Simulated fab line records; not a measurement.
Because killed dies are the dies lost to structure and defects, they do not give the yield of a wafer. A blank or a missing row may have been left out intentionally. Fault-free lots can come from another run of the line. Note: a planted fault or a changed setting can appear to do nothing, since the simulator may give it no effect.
Split-lot study -- flow n5-finfet -- 21 wafers read from 7 lots, route of 1938 steps

## ABOUT THE SPLIT
At N5_BEOL_M0_SAQP_PECVD_96 (deposits a-Si from SiH4/He, target thk 45 nm, time 45.2 s), the setting time-s was moved away from the recipe's 45.2 s on 6 of the 21 wafers read, by -13.3% to +12.6%. The other wafers ran this setting at the recipe's value.

## FROM THE SPLIT TO THE READING: what the file shows between them, 10 steps
- N5_BEOL_M0_SAQP_COAT_81: time 60 s, resist thk 100 nm (also split here: temp-c)
- N5_BEOL_M0_SAQP_COAT_82: time 60 s, resist thk 30 nm
- N5_BEOL_M0_SAQP_COAT_08: resist thk 90 nm
- N5_BEOL_M0_SAQP_ETCH_101: etches SiNx in CH3F/O2, target depth 29.9 nm, time 42.7 s
- N5_BEOL_M0_SAQP_ETCH_102: etches SiO2 in CF4, target depth 4 nm, time 4.4 s
- N5_BEOL_M0_SAQP_MANDREL_ETCH_103: etches a-Si in HBr/Cl2, stops on SiCN, target depth 45 nm, bt time 10 s, time 27 s
- N5_BEOL_M0_SAQP_RECESS_104: chemistry HF/NH3, target SiO2, target depth 18 nm, afs cycles 3, sublimation time 60 s
- N5_BEOL_M0_SAQP_COAT_105: time 60 s, resist thk 100 nm
- N5_BEOL_M0_SAQP_STRIP_108: strips in N2/H2
- N5_BEOL_M0_SAQP_RECESS_109: chemistry HF/NH3, target SiO2, target depth 3 nm, afs cycles 1, sublimation time 60 s

## THE READING
a-Si_of_BEOL_M0_SAQP_PECVD_96.thk-nm (the simulator's own value, which no gauge read), in nm, at N5_BEOL_M0_SAQP_SPACER2_ALD_26 (deposits SiO2, target thk 15 nm, pulse time 1 s, purge time 2 s). The file does not state a usual value for it. The 15 wafers here that ran the recipe average 44.3 nm, standard deviation 0.43 nm.

wafer,"tool, chamber at the split","time-s as run, s",against the recipe,"a-Si_of_BEOL_M0_SAQP_PECVD_96.thk-nm, nm",against lot-mates on the recipe
L077.1,"pecvd-04, 1",45.2,recipe,44.2,-
L077.2,"pecvd-04, 0",45.2,recipe,44,-
L077.4,"pecvd-04, 1",50.89,+12.6%,50.4,+6.3
L079.2,"pecvd-04, 2",45.2,recipe,43.6,-
L079.4,"pecvd-04, 2",45.2,recipe,45,-
L079.6,"pecvd-04, 0",45.2,recipe,44.6,-
L081.2,"pecvd-03, 1,2",50.5,+11.7%,49.6,+5.2
L081.5,"pecvd-03, 1,2",50.5,+11.7%,49.6,+5.2
L081.4,"pecvd-03, 1",45.2,recipe,44.4,-
L083.2,"pecvd-02, 1",45.2,recipe,44,-
L083.5,"pecvd-02, 2",45.2,recipe,44.6,-
L083.6,"pecvd-02, 1",41.23,-8.8%,41,-3.3
L090.1,"pecvd-03, 2",45.2,recipe,44,-
L090.3,"pecvd-03, 0",45.2,recipe,44.2,-
L090.4,"pecvd-03, 0",50.48,+11.7%,49.8,+5.7
L091.2,"pecvd-03, 2",45.2,recipe,43.6,-
L091.4,"pecvd-03, 0",45.2,recipe,45,-
L091.6,"pecvd-03, 2",45.2,recipe,44.6,-
L092.1,"pecvd-03, 0",39.19,-13.3%,37.8,-6.8
L092.5,"pecvd-03, 1",45.2,recipe,44.8,-
L092.6,"pecvd-03, 0",45.2,recipe,44.4,-
If several chambers appear in one row, that row covers several wafers at once and the file leaves open which wafer was in which chamber.

FIT RESULTS
A straight line over all 21 wafers: a-Si_of_BEOL_M0_SAQP_PECVD_96.thk-nm changes by +0.461 nm for each +1% of time-s; r = +0.99; the points scatter about the line by 0.43 nm.
The same after taking each lot's own level away (the mean of its wafers on the recipe; 21 wafers): +0.47 nm for each +1%; r = +0.99; scatter 0.44 nm.
The reading moves by 6.2 nm for the largest change in time-s, on that fit.
The span of the lots' own levels, 44.10 to 44.60 nm, comes to 1.2 times the standard deviation stated above.
The two slopes agree, so the slope changes little with the lot-to-lot level.
Check: for one of the wafers moved furthest among these (-13.3%), held out of the fit, the line's prediction against its lot-mates is -5.97 nm. Against them it came out at -6.8 nm.

## FURTHER SPLITS ON THESE WAFERS
Note: prior to the reading, these wafers also went through further splits. Each is held against what the fit with the lots' levels taken away leaves over:
other split on the same wafers,wafers away from the commonest value,r with a-Si_of_BEOL_M0_SAQP_PECVD_96.thk-nm (lot level and that fit taken away)
N5_SD_EPI_N_EPI_21 temp-c,6,+0.06
N5_ILD0_CMP_12 down-force-psi,5,-0.18
N5_HKMG_FIN_ETCH_54 source-w,5,+0.25
N5_GATE_CUT_ETCH_58 time-s,8,-0.02
N5_MOL_CONTACT_COAG_CMP_23 down-force-psi,5,+0.13
N5_MOL_CONTACT_COAG_ALD_131 ald-cycles,5,+0.50
N5_MOL_CONTACT_COAG_ETCHBACK_135 time-s,8,-0.19
N5_BEOL_M0_SAQP_COAT_81 temp-c,4,+0.10

## THE WHOLE CHAIN: every reading that the file lists as answering this split, in the file's order
step,what it does,reading,change (the file's fit),r (the file's)
N5_BEOL_M0_SAQP_PECVD_96,"deposits a-Si from SiH4/He, target thk 45 nm, time 45.2 s","a-Si_of_BEOL_M0_SAQP_PECVD_96.thk-nm (the simulator's own value, which no gauge read)",+0.478 nm for each +1% of the setting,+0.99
N5_BEOL_M0_SAQP_MANDREL_ETCH_103,"etches a-Si in HBr/Cl2, stops on SiCN, target depth 45 nm, bt time 10 s, time 27 s","etch.depth-nm (the simulator's own value, which no gauge read)",+0.476 nm for each +1% of the setting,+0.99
N5_BEOL_M0_SAQP_SPACER2_ALD_26,"deposits SiO2, target thk 15 nm, pulse time 1 s, purge time 2 s","a-Si_of_BEOL_M0_SAQP_PECVD_96.thk-nm (the simulator's own value, which no gauge read)",+0.475 nm for each +1% of the setting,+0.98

## THE FILE'S OWN FIT
a-Si_of_BEOL_M0_SAQP_PECVD_96.thk-nm changes by +0.475 nm for each +1% of time-s, r = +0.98.
